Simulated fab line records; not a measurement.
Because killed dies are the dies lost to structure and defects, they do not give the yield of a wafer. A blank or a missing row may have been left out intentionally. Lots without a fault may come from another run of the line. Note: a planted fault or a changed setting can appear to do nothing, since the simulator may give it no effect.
fab line records / flow nandHarc
[record] lots = 15 wafers = 42 lastDay = 34
route steps=1302 shown A_SOURCE_PLATE@423 A_ONON_D1@431 A_CHANNEL_FILL_D1@494
lots that met no fault: taken from a fault-free run of the same line
startH: hours from the record's first day to the start of the lot's first wafer shown / waitH: hours from the lot's prior step to this one / " identical to the entry in the row above / L1.1+2: one row covering several wafers at once / - either no value or no given start / * or withheld: withheld / < > ~ a bound
route shown NAME@n: names a module that has steps shown in the file, with the first one's number in the route / usual: mean and standard deviation over wafers with no fault / same: alike in all rows / chamber/n: place in a boat / sites: each site's reading / _std_site: the standard deviation of these / _edge_site: outer sites' mean less inner sites' / radiusMm: how far each site lies from the wafer's centre / mask NAME#n: copy n / behind: the last tool/chamber to shape the wafer / hold: why the lot was held/for how many hours/how that ended / device: whichever transistor did not switch (one of n, p or np) / end of line: the tests these same wafers got at the end of their route / a step with no rows: only its recipe / killed: dies that structure and defects cost at the first sort, which is not the same as the wafer's yield / map: shows each die of a wafer: x if killed, . if not, _ if none is there
set.NAME: the setting that was run; set.NAME@STEP: the one run at that earlier step / model.NAME: the simulator's own value behind a step, which no gauge read
route steps across a sampled set of lots; one table per step, one row per wafer
services: the hour from which a tool's chamber was out of use, counted from the record's first day as startH (under 0 if before that day), plus the number of hours and why
[[steps]]
[step NHARC_A_SOURCE_PLATE_INSPECT_08]
[usual] rawDefectCount = 59/23
lot.wafer=L594.1 tool=defectInspect-01 chamber=- startH=170.89 waitH=0.0 rawDefectCount=70
lot.wafer=L594.2 tool=defectInspect-01 chamber=- startH=170.89 waitH=0.0 rawDefectCount=97
lot.wafer=L594.4 tool=defectInspect-01 chamber=- startH=170.89 waitH=0.0 rawDefectCount=70
lot.wafer=L602.1 tool=defectInspect-02 chamber=- startH=247.94 waitH=0.0 rawDefectCount=49
lot.wafer=L602.5 tool=defectInspect-02 chamber=- startH=247.94 waitH=0.0 rawDefectCount=39
lot.wafer=L604.2 tool=defectInspect-02 chamber=- startH=259.50 waitH=0.0 rawDefectCount=41
lot.wafer=L604.5 tool=defectInspect-02 chamber=- startH=259.50 waitH=0.0 rawDefectCount=40
lot.wafer=L605.1 tool=defectInspect-01 chamber=- startH=277.22 waitH=0.0 rawDefectCount=158
lot.wafer=L605.2 tool=defectInspect-01 chamber=- startH=277.22 waitH=0.0 rawDefectCount=60
lot.wafer=L607.1 tool=defectInspect-01 chamber=- startH=285.06 waitH=0.0 rawDefectCount=79
lot.wafer=L607.4 tool=defectInspect-01 chamber=- startH=285.06 waitH=0.0 rawDefectCount=56
lot.wafer=L607.6 tool=defectInspect-01 chamber=- startH=285.06 waitH=0.0 rawDefectCount=75
lot.wafer=L606.1 tool=defectInspect-02 chamber=- startH=285.06 waitH=0.0 rawDefectCount=69
lot.wafer=L606.2 tool=defectInspect-02 chamber=- startH=285.06 waitH=0.0 rawDefectCount=48
lot.wafer=L606.5 tool=defectInspect-02 chamber=- startH=285.06 waitH=0.0 rawDefectCount=69
lot.wafer=L608.4 tool=defectInspect-01 chamber=- startH=313.07 waitH=0.0 rawDefectCount=39
lot.wafer=L608.5 tool=defectInspect-01 chamber=- startH=313.07 waitH=0.0 rawDefectCount=79
lot.wafer=L608.6 tool=defectInspect-01 chamber=- startH=313.07 waitH=0.0 rawDefectCount=46
lot.wafer=L609.3 tool=defectInspect-01 chamber=- startH=319.71 waitH=0.0 rawDefectCount=57
lot.wafer=L609.4 tool=defectInspect-01 chamber=- startH=319.71 waitH=0.0 rawDefectCount=39
lot.wafer=L609.6 tool=defectInspect-01 chamber=- startH=319.71 waitH=0.0 rawDefectCount=52
lot.wafer=L610.1 tool=defectInspect-02 chamber=- startH=329.20 waitH=0.0 rawDefectCount=36
lot.wafer=L610.2 tool=defectInspect-02 chamber=- startH=329.20 waitH=0.0 rawDefectCount=41
lot.wafer=L610.6 tool=defectInspect-02 chamber=- startH=329.20 waitH=0.0 rawDefectCount=42
lot.wafer=L611.1 tool=defectInspect-01 chamber=- startH=329.20 waitH=0.0 rawDefectCount=84
lot.wafer=L611.2 tool=defectInspect-01 chamber=- startH=329.20 waitH=0.0 rawDefectCount=107
lot.wafer=L611.3 tool=defectInspect-01 chamber=- startH=329.20 waitH=0.0 rawDefectCount=50
lot.wafer=L612.1 tool=defectInspect-02 chamber=- startH=339.24 waitH=0.0 rawDefectCount=92
lot.wafer=L612.4 tool=defectInspect-02 chamber=- startH=339.24 waitH=0.0 rawDefectCount=48
lot.wafer=L612.5 tool=defectInspect-02 chamber=- startH=339.24 waitH=0.0 rawDefectCount=40
lot.wafer=L613.2 tool=defectInspect-01 chamber=- startH=359.01 waitH=0.0 rawDefectCount=70
lot.wafer=L613.3 tool=defectInspect-01 chamber=- startH=359.01 waitH=0.0 rawDefectCount=62
lot.wafer=L613.4 tool=defectInspect-01 chamber=- startH=359.01 waitH=0.0 rawDefectCount=67
lot.wafer=L616.2 tool=defectInspect-02 chamber=- startH=378.27 waitH=0.0 rawDefectCount=35
lot.wafer=L616.4 tool=defectInspect-02 chamber=- startH=378.27 waitH=0.0 rawDefectCount=45
lot.wafer=L616.5 tool=defectInspect-02 chamber=- startH=378.27 waitH=0.0 rawDefectCount=39
lot.wafer=L615.1 tool=defectInspect-02 chamber=- startH=378.28 waitH=0.0 rawDefectCount=58
lot.wafer=L615.3 tool=defectInspect-02 chamber=- startH=378.28 waitH=0.0 rawDefectCount=67
lot.wafer=L615.6 tool=defectInspect-02 chamber=- startH=378.28 waitH=0.0 rawDefectCount=44
lot.wafer=L617.1 tool=defectInspect-02 chamber=- startH=388.73 waitH=0.0 rawDefectCount=37
lot.wafer=L617.3 tool=defectInspect-02 chamber=- startH=388.73 waitH=0.0 rawDefectCount=49
lot.wafer=L617.4 tool=defectInspect-02 chamber=- startH=388.73 waitH=0.0 rawDefectCount=24
[step NHARC_A_ONON_D1_THK_MEAS_11]
[recipe] thkMeasGauge = ellipsometry
[usual] thkNm = 1001/8.6
lot.wafer=L594.1 tool=filmMetro-02 chamber=- startH=173.17 waitH=- thkNm=999
lot.wafer=L594.2 tool=filmMetro-02 chamber=- startH=173.17 waitH=- thkNm=998
lot.wafer=L594.4 tool=filmMetro-02 chamber=- startH=173.17 waitH=- thkNm=998
lot.wafer=L602.1 tool=filmMetro-01 chamber=- startH=250.22 waitH=- thkNm=1006
lot.wafer=L602.5 tool=filmMetro-01 chamber=- startH=250.22 waitH=- thkNm=1005
lot.wafer=L604.2 tool=filmMetro-01 chamber=- startH=261.92 waitH=- thkNm=997
lot.wafer=L604.5 tool=filmMetro-01 chamber=- startH=261.92 waitH=- thkNm=998
lot.wafer=L605.1 tool=filmMetro-01 chamber=- startH=279.50 waitH=- thkNm=986
lot.wafer=L605.2 tool=filmMetro-01 chamber=- startH=279.50 waitH=- thkNm=984
lot.wafer=L607.1 tool=filmMetro-02 chamber=- startH=287.33 waitH=- thkNm=1000
lot.wafer=L607.4 tool=filmMetro-02 chamber=- startH=287.33 waitH=- thkNm=999
lot.wafer=L607.6 tool=filmMetro-02 chamber=- startH=287.33 waitH=- thkNm=1000
lot.wafer=L606.1 tool=filmMetro-01 chamber=- startH=287.33 waitH=- thkNm=995
lot.wafer=L606.2 tool=filmMetro-01 chamber=- startH=287.33 waitH=- thkNm=993
lot.wafer=L606.5 tool=filmMetro-01 chamber=- startH=287.33 waitH=- thkNm=994
lot.wafer=L608.4 tool=filmMetro-02 chamber=- startH=315.34 waitH=- thkNm=990
lot.wafer=L608.5 tool=filmMetro-02 chamber=- startH=315.34 waitH=- thkNm=991
lot.wafer=L608.6 tool=filmMetro-02 chamber=- startH=315.34 waitH=- thkNm=990
lot.wafer=L609.3 tool=filmMetro-01 chamber=- startH=321.97 waitH=- thkNm=1007
lot.wafer=L609.4 tool=filmMetro-01 chamber=- startH=321.97 waitH=- thkNm=1007
lot.wafer=L609.6 tool=filmMetro-01 chamber=- startH=321.97 waitH=- thkNm=1006
lot.wafer=L610.1 tool=filmMetro-01 chamber=- startH=331.47 waitH=- thkNm=1004
lot.wafer=L610.2 tool=filmMetro-01 chamber=- startH=331.47 waitH=- thkNm=1005
lot.wafer=L610.6 tool=filmMetro-01 chamber=- startH=331.47 waitH=- thkNm=1004
lot.wafer=L611.1 tool=filmMetro-02 chamber=- startH=331.49 waitH=- thkNm=993
lot.wafer=L611.2 tool=filmMetro-02 chamber=- startH=331.49 waitH=- thkNm=993
lot.wafer=L611.3 tool=filmMetro-02 chamber=- startH=331.49 waitH=- thkNm=996
lot.wafer=L612.1 tool=filmMetro-02 chamber=- startH=341.53 waitH=- thkNm=995
lot.wafer=L612.4 tool=filmMetro-02 chamber=- startH=341.53 waitH=- thkNm=996
lot.wafer=L612.5 tool=filmMetro-02 chamber=- startH=341.53 waitH=- thkNm=995
lot.wafer=L613.2 tool=filmMetro-02 chamber=- startH=361.29 waitH=- thkNm=1009
lot.wafer=L613.3 tool=filmMetro-02 chamber=- startH=361.29 waitH=- thkNm=1007
lot.wafer=L613.4 tool=filmMetro-02 chamber=- startH=361.29 waitH=- thkNm=1008
lot.wafer=L616.2 tool=filmMetro-01 chamber=- startH=380.55 waitH=- thkNm=1001
lot.wafer=L616.4 tool=filmMetro-01 chamber=- startH=380.55 waitH=- thkNm=1000
lot.wafer=L616.5 tool=filmMetro-01 chamber=- startH=380.55 waitH=- thkNm=1001
lot.wafer=L615.1 tool=filmMetro-01 chamber=- startH=380.90 waitH=- thkNm=998
lot.wafer=L615.3 tool=filmMetro-01 chamber=- startH=380.90 waitH=- thkNm=997
lot.wafer=L615.6 tool=filmMetro-01 chamber=- startH=380.90 waitH=- thkNm=997
lot.wafer=L617.1 tool=filmMetro-01 chamber=- startH=391.00 waitH=- thkNm=1010
lot.wafer=L617.3 tool=filmMetro-01 chamber=- startH=391.00 waitH=- thkNm=1011
lot.wafer=L617.4 tool=filmMetro-01 chamber=- startH=391.00 waitH=- thkNm=1009
[step NHARC_A_CHANNEL_FILL_D1_ALD_14]
[recipe] targetThkA = 25 pulseTimeS = 10 aldCycles = 25 tempC = 300 material = SiO2
[usual] aldCycles = 25/0 heaterPowerW = 474/39 precursorPulseHeightRel = 1.000/0.02
lot.wafer=L594.2 tool=aldHk-02 chamber=3 startH=208.22 waitH=0.0 aldCycles=25 heaterPowerW=532 precursorPulseHeightRel=0.995
lot.wafer=L594.4 tool=aldHk-02 chamber=1 startH=208.22 waitH=0.0 aldCycles=25 heaterPowerW=427 precursorPulseHeightRel=1.025
lot.wafer=L594.1 tool=aldHk-02 chamber=2 startH=208.22 waitH=0.0 aldCycles=25 heaterPowerW=540 precursorPulseHeightRel=0.978
lot.wafer=L602.1 tool=aldHk-01 chamber=3 startH=289.16 waitH=0.2 aldCycles=25 heaterPowerW=499 precursorPulseHeightRel=0.983
lot.wafer=L602.5 tool=aldHk-01 chamber=1 startH=289.16 waitH=0.2 aldCycles=25 heaterPowerW=471 precursorPulseHeightRel=1.028
lot.wafer=L604.2 tool=aldHk-02 chamber=2 startH=293.39 waitH=0.1 aldCycles=25 heaterPowerW=535 precursorPulseHeightRel=1.001
lot.wafer=L604.5 tool=aldHk-02 chamber=0 startH=293.39 waitH=0.1 aldCycles=25 heaterPowerW=401 precursorPulseHeightRel=1.009
lot.wafer=L605.2 tool=aldHk-01 chamber=0 startH=309.66 waitH=0.1 aldCycles=25 heaterPowerW=500 precursorPulseHeightRel=1.012
lot.wafer=L605.1 tool=aldHk-01 chamber=1 startH=309.66 waitH=0.1 aldCycles=25 heaterPowerW=491 precursorPulseHeightRel=0.990
lot.wafer=L607.1 tool=aldHk-04 chamber=1 startH=319.06 waitH=0.0 aldCycles=25 heaterPowerW=462 precursorPulseHeightRel=0.995
lot.wafer=L607.4 tool=aldHk-04 chamber=3 startH=319.06 waitH=0.0 aldCycles=25 heaterPowerW=475 precursorPulseHeightRel=1.009
lot.wafer=L607.6 tool=aldHk-04 chamber=1 startH=319.06 waitH=0.0 aldCycles=25 heaterPowerW=461 precursorPulseHeightRel=0.999
lot.wafer=L606.1 tool=aldHk-01 chamber=3 startH=324.01 waitH=1.2 aldCycles=25 heaterPowerW=477 precursorPulseHeightRel=0.992
lot.wafer=L606.2 tool=aldHk-01 chamber=2 startH=324.01 waitH=1.2 aldCycles=25 heaterPowerW=455 precursorPulseHeightRel=0.992
lot.wafer=L606.5 tool=aldHk-01 chamber=3 startH=324.01 waitH=1.2 aldCycles=25 heaterPowerW=488 precursorPulseHeightRel=0.984
lot.wafer=L608.4 tool=aldHk-01 chamber=0 startH=348.71 waitH=0.1 aldCycles=25 heaterPowerW=515 precursorPulseHeightRel=0.979
lot.wafer=L608.5 tool=aldHk-01 chamber=3 startH=348.71 waitH=0.1 aldCycles=25 heaterPowerW=487 precursorPulseHeightRel=1.006
lot.wafer=L608.6 tool=aldHk-01 chamber=0 startH=348.71 waitH=0.1 aldCycles=25 heaterPowerW=510 precursorPulseHeightRel=1.021
lot.wafer=L609.4 tool=aldHk-04 chamber=2 startH=354.78 waitH=0.8 aldCycles=25 heaterPowerW=475 precursorPulseHeightRel=0.986
lot.wafer=L609.3 tool=aldHk-04 chamber=3 startH=354.78 waitH=0.8 aldCycles=25 heaterPowerW=481 precursorPulseHeightRel=1.024
lot.wafer=L609.6 tool=aldHk-04 chamber=0 startH=354.78 waitH=0.8 aldCycles=25 heaterPowerW=413 precursorPulseHeightRel=1.003
lot.wafer=L610.1 tool=aldHk-04 chamber=1 startH=359.87 waitH=0.1 aldCycles=25 heaterPowerW=470 precursorPulseHeightRel=1.037
lot.wafer=L610.2 tool=aldHk-04 chamber=3 startH=359.87 waitH=0.1 aldCycles=25 heaterPowerW=483 precursorPulseHeightRel=1.009
lot.wafer=L610.6 tool=aldHk-04 chamber=0 startH=359.87 waitH=0.1 aldCycles=25 heaterPowerW=414 precursorPulseHeightRel=0.988
lot.wafer=L611.1 tool=aldHk-01 chamber=0 startH=363.34 waitH=0.0 aldCycles=25 heaterPowerW=503 precursorPulseHeightRel=1.028
lot.wafer=L611.3 tool=aldHk-01 chamber=1 startH=363.34 waitH=0.0 aldCycles=25 heaterPowerW=476 precursorPulseHeightRel=1.020
lot.wafer=L611.2 tool=aldHk-01 chamber=3 startH=363.34 waitH=0.0 aldCycles=25 heaterPowerW=480 precursorPulseHeightRel=1.004
lot.wafer=L612.1 tool=aldHk-01 chamber=0 startH=371.44 waitH=0.0 aldCycles=25 heaterPowerW=512 precursorPulseHeightRel=1.025
lot.wafer=L612.4 tool=aldHk-01 chamber=2 startH=371.44 waitH=0.0 aldCycles=25 heaterPowerW=458 precursorPulseHeightRel=0.952
lot.wafer=L612.5 tool=aldHk-01 chamber=1 startH=371.44 waitH=0.0 aldCycles=25 heaterPowerW=459 precursorPulseHeightRel=0.999
lot.wafer=L613.2 tool=aldHk-04 chamber=2 startH=400.44 waitH=0.0 aldCycles=25 heaterPowerW=495 precursorPulseHeightRel=0.978
lot.wafer=L613.4 tool=aldHk-04 chamber=0 startH=400.44 waitH=0.0 aldCycles=25 heaterPowerW=424 precursorPulseHeightRel=1.010
lot.wafer=L613.3 tool=aldHk-04 chamber=1 startH=400.44 waitH=0.0 aldCycles=25 heaterPowerW=468 precursorPulseHeightRel=1.027
lot.wafer=L615.1 tool=aldHk-04 chamber=2 startH=415.64 waitH=0.1 aldCycles=25 heaterPowerW=463 precursorPulseHeightRel=1.003
lot.wafer=L615.3 tool=aldHk-04 chamber=0 startH=415.64 waitH=0.1 aldCycles=25 heaterPowerW=408 precursorPulseHeightRel=1.012
lot.wafer=L615.6 tool=aldHk-04 chamber=1 startH=415.64 waitH=0.1 aldCycles=25 heaterPowerW=456 precursorPulseHeightRel=0.968
lot.wafer=L616.4 tool=aldHk-01 chamber=2 startH=415.68 waitH=0.1 aldCycles=25 heaterPowerW=461 precursorPulseHeightRel=0.977
lot.wafer=L616.2 tool=aldHk-01 chamber=0 startH=415.68 waitH=0.1 aldCycles=25 heaterPowerW=514 precursorPulseHeightRel=1.020
lot.wafer=L616.5 tool=aldHk-01 chamber=1 startH=415.68 waitH=0.1 aldCycles=25 heaterPowerW=470 precursorPulseHeightRel=1.011
lot.wafer=L617.4 tool=aldHk-02 chamber=2 startH=420.95 waitH=0.0 aldCycles=25 heaterPowerW=528 precursorPulseHeightRel=0.994
lot.wafer=L617.3 tool=aldHk-02 chamber=3 startH=420.95 waitH=0.0 aldCycles=25 heaterPowerW=524 precursorPulseHeightRel=1.039
lot.wafer=L617.1 tool=aldHk-02 chamber=0 startH=420.95 waitH=0.0 aldCycles=25 heaterPowerW=413 precursorPulseHeightRel=0.971
[step NHARC_A_CHANNEL_FILL_D1_ALD_16]
[recipe] targetThkA = 15 pulseTimeS = 10 aldCycles = 15 tempC = 300 material = SiO2
[usual] aldCycles = 15/0 heaterPowerW = 473/43 precursorPulseHeightRel = 0.998/0.021
lot.wafer=L594.1 tool=aldHk-02 chamber=2 startH=213.37 waitH=0.0 aldCycles=15 heaterPowerW=526 precursorPulseHeightRel=0.988
lot.wafer=L594.4 tool=aldHk-02 chamber=3 startH=213.37 waitH=0.0 aldCycles=15 heaterPowerW=540 precursorPulseHeightRel=1.027
lot.wafer=L594.2 tool=aldHk-02 chamber=0 startH=213.37 waitH=0.0 aldCycles=15 heaterPowerW=391 precursorPulseHeightRel=1.045
lot.wafer=L602.1 tool=aldHk-02 chamber=1 startH=294.21 waitH=0.0 aldCycles=16 heaterPowerW=430 precursorPulseHeightRel=0.963
lot.wafer=L602.5 tool=aldHk-02 chamber=2 startH=294.21 waitH=0.0 aldCycles=16 heaterPowerW=534 precursorPulseHeightRel=1.009
lot.wafer=L604.2 tool=aldHk-02 chamber=3 startH=298.47 waitH=0.0 aldCycles=15 heaterPowerW=543 precursorPulseHeightRel=1.011
lot.wafer=L604.5 tool=aldHk-02 chamber=3 startH=298.47 waitH=0.0 aldCycles=16 heaterPowerW=545 precursorPulseHeightRel=1.037
lot.wafer=L605.2 tool=aldHk-02 chamber=0 startH=315.73 waitH=1.0 aldCycles=15 heaterPowerW=396 precursorPulseHeightRel=0.979
lot.wafer=L605.1 tool=aldHk-02 chamber=2 startH=315.73 waitH=1.0 aldCycles=16 heaterPowerW=532 precursorPulseHeightRel=1.028
lot.wafer=L607.4 tool=aldHk-01 chamber=1 startH=324.66 waitH=0.5 aldCycles=15 heaterPowerW=471 precursorPulseHeightRel=0.991
lot.wafer=L607.1 tool=aldHk-01 chamber=3 startH=324.66 waitH=0.5 aldCycles=15 heaterPowerW=476 precursorPulseHeightRel=1.032
lot.wafer=L607.6 tool=aldHk-01 chamber=2 startH=324.66 waitH=0.5 aldCycles=15 heaterPowerW=471 precursorPulseHeightRel=1.032
lot.wafer=L606.2 tool=aldHk-01 chamber=0 startH=329.22 waitH=0.1 aldCycles=15 heaterPowerW=511 precursorPulseHeightRel=0.964
lot.wafer=L606.1 tool=aldHk-01 chamber=2 startH=329.22 waitH=0.1 aldCycles=15 heaterPowerW=469 precursorPulseHeightRel=0.991
lot.wafer=L606.5 tool=aldHk-01 chamber=0 startH=329.22 waitH=0.1 aldCycles=15 heaterPowerW=507 precursorPulseHeightRel=0.982
lot.wafer=L608.4 tool=aldHk-04 chamber=1 startH=354.59 waitH=0.8 aldCycles=15 heaterPowerW=457 precursorPulseHeightRel=1.030
lot.wafer=L608.6 tool=aldHk-04 chamber=3 startH=354.59 waitH=0.8 aldCycles=15 heaterPowerW=476 precursorPulseHeightRel=1.008
lot.wafer=L608.5 tool=aldHk-04 chamber=0 startH=354.59 waitH=0.8 aldCycles=15 heaterPowerW=412 precursorPulseHeightRel=1.012
lot.wafer=L609.4 tool=aldHk-01 chamber=1 startH=359.93 waitH=0.1 aldCycles=15 heaterPowerW=484 precursorPulseHeightRel=1.027
lot.wafer=L609.3 tool=aldHk-01 chamber=0 startH=359.93 waitH=0.1 aldCycles=15 heaterPowerW=506 precursorPulseHeightRel=1.006
lot.wafer=L609.6 tool=aldHk-01 chamber=2 startH=359.93 waitH=0.1 aldCycles=15 heaterPowerW=457 precursorPulseHeightRel=1.005
lot.wafer=L610.1 tool=aldHk-01 chamber=0 startH=365.08 waitH=0.1 aldCycles=15 heaterPowerW=509 precursorPulseHeightRel=1.016
lot.wafer=L610.2 tool=aldHk-01 chamber=1 startH=365.08 waitH=0.1 aldCycles=15 heaterPowerW=454 precursorPulseHeightRel=0.984
lot.wafer=L610.6 tool=aldHk-01 chamber=0 startH=365.08 waitH=0.1 aldCycles=15 heaterPowerW=512 precursorPulseHeightRel=0.996
lot.wafer=L611.2 tool=aldHk-01 chamber=3 startH=368.53 waitH=0.0 aldCycles=15 heaterPowerW=480 precursorPulseHeightRel=1.013
lot.wafer=L611.1 tool=aldHk-01 chamber=0 startH=368.53 waitH=0.0 aldCycles=15 heaterPowerW=513 precursorPulseHeightRel=0.995
lot.wafer=L611.3 tool=aldHk-01 chamber=2 startH=368.53 waitH=0.0 aldCycles=15 heaterPowerW=469 precursorPulseHeightRel=0.954
lot.wafer=L612.4 tool=aldHk-02 chamber=1 startH=376.64 waitH=0.1 aldCycles=15 heaterPowerW=440 precursorPulseHeightRel=0.996
lot.wafer=L612.1 tool=aldHk-02 chamber=3 startH=376.64 waitH=0.1 aldCycles=15 heaterPowerW=530 precursorPulseHeightRel=0.969
lot.wafer=L612.5 tool=aldHk-02 chamber=0 startH=376.64 waitH=0.1 aldCycles=15 heaterPowerW=406 precursorPulseHeightRel=0.980
lot.wafer=L613.3 tool=aldHk-02 chamber=1 startH=405.63 waitH=0.0 aldCycles=15 heaterPowerW=450 precursorPulseHeightRel=0.984
lot.wafer=L613.2 tool=aldHk-02 chamber=2 startH=405.63 waitH=0.0 aldCycles=15 heaterPowerW=529 precursorPulseHeightRel=1.002
lot.wafer=L613.4 tool=aldHk-02 chamber=0 startH=405.63 waitH=0.0 aldCycles=15 heaterPowerW=396 precursorPulseHeightRel=0.988
lot.wafer=L616.2 tool=aldHk-04 chamber=3 startH=420.78 waitH=0.0 aldCycles=15 heaterPowerW=479 precursorPulseHeightRel=1.000
lot.wafer=L616.4 tool=aldHk-04 chamber=0 startH=420.78 waitH=0.0 aldCycles=15 heaterPowerW=416 precursorPulseHeightRel=1.030
lot.wafer=L616.5 tool=aldHk-04 chamber=0 startH=420.78 waitH=0.0 aldCycles=15 heaterPowerW=418 precursorPulseHeightRel=0.987
lot.wafer=L615.3 tool=aldHk-01 chamber=3 startH=420.89 waitH=0.2 aldCycles=15 heaterPowerW=490 precursorPulseHeightRel=0.978
lot.wafer=L615.1 tool=aldHk-01 chamber=0 startH=420.89 waitH=0.2 aldCycles=15 heaterPowerW=503 precursorPulseHeightRel=1.009
lot.wafer=L615.6 tool=aldHk-01 chamber=2 startH=420.89 waitH=0.2 aldCycles=15 heaterPowerW=465 precursorPulseHeightRel=0.984
lot.wafer=L617.3 tool=aldHk-04 chamber=1 startH=426.13 waitH=0.0 aldCycles=15 heaterPowerW=466 precursorPulseHeightRel=1.025
lot.wafer=L617.1 tool=aldHk-04 chamber=2 startH=426.13 waitH=0.0 aldCycles=15 heaterPowerW=498 precursorPulseHeightRel=0.977
lot.wafer=L617.4 tool=aldHk-04 chamber=3 startH=426.13 waitH=0.0 aldCycles=15 heaterPowerW=493 precursorPulseHeightRel=1.021
[[services]]
tool=aldHk-04 chamber=- startH=254.00 hours=10.0 kind=pm
tool=aldHk-04 chamber=0 startH=254.00 hours=10.0 kind=ventCycle
tool=aldHk-04 chamber=1 startH=254.00 hours=10.0 kind=ventCycle
tool=aldHk-04 chamber=2 startH=254.00 hours=10.0 kind=ventCycle
tool=aldHk-04 chamber=3 startH=254.00 hours=10.0 kind=ventCycle
tool=aldHk-04 chamber=0 startH=264.00 hours=- kind=clean
tool=aldHk-04 chamber=1 startH=264.00 hours=- kind=clean
tool=aldHk-04 chamber=2 startH=264.00 hours=- kind=clean
tool=aldHk-04 chamber=3 startH=264.00 hours=- kind=clean
tool=aldHk-01 chamber=- startH=299.21 hours=10.0 kind=pm
tool=aldHk-01 chamber=0 startH=299.21 hours=10.0 kind=ventCycle
tool=aldHk-01 chamber=1 startH=299.21 hours=10.0 kind=ventCycle
tool=aldHk-01 chamber=2 startH=299.21 hours=10.0 kind=ventCycle
tool=aldHk-01 chamber=3 startH=299.21 hours=10.0 kind=ventCycle
tool=aldHk-01 chamber=0 startH=309.21 hours=- kind=clean
tool=aldHk-01 chamber=1 startH=309.21 hours=- kind=clean
tool=aldHk-01 chamber=2 startH=309.21 hours=- kind=clean
tool=aldHk-01 chamber=3 startH=309.21 hours=- kind=clean
tool=aldHk-02 chamber=- startH=348.39 hours=10.0 kind=pm
tool=aldHk-02 chamber=0 startH=348.39 hours=10.0 kind=ventCycle
tool=aldHk-02 chamber=1 startH=348.39 hours=10.0 kind=ventCycle
tool=aldHk-02 chamber=2 startH=348.39 hours=10.0 kind=ventCycle
tool=aldHk-01 chamber=- startH=375.13 hours=0.6 kind=repair
tool=aldHk-02 chamber=- startH=409.26 hours=2.3 kind=repair
[[key]]
[firstSign] step = NHARC_A_CHANNEL_FILL_D1_ALD_16 reading = aldCycles direction = up sigmas = 99+ usual = 15 struck = 16
effect none on later readings
metAt NHARC_A_CHANNEL_FILL_D1_ALD_16
struckLots L602,L604,L605
struckWafers L602.1,L602.5,L604.5,L605.1
sortLeftOut L602.1,L602.5
testerLeftOut L602,L604,L605
notActingAt NHARC_A_SOURCE_PLATE_INSPECT_08,NHARC_A_ONON_D1_THK_MEAS_11,NHARC_A_CHANNEL_FILL_D1_ALD_14
onsetBetween 213.37 294.21
[fault] kind = processParameterDrift tool = aldHk-02 chamber = - onsetH = 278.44 steps = NHARC_A_CHANNEL_FILL_D1_ALD_16 channel = aldCycles offset = 1 shape = step endH = 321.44 scope = struckWafersOnly actsIn = theseRecipesOnly stated = 15
// testerLeftOut: of these lots the tester's yield and bins aren't shown, on N5 and GAA mostly nor the transistor test; their killed dies are dies lost to structure and defects alone, not to doping, threshold or leakage, so they don't give the yield
// sortLeftOut: the simulated sort isn't trusted on such a fault, so these wafers' sort isn't shown, and their yield isn't known
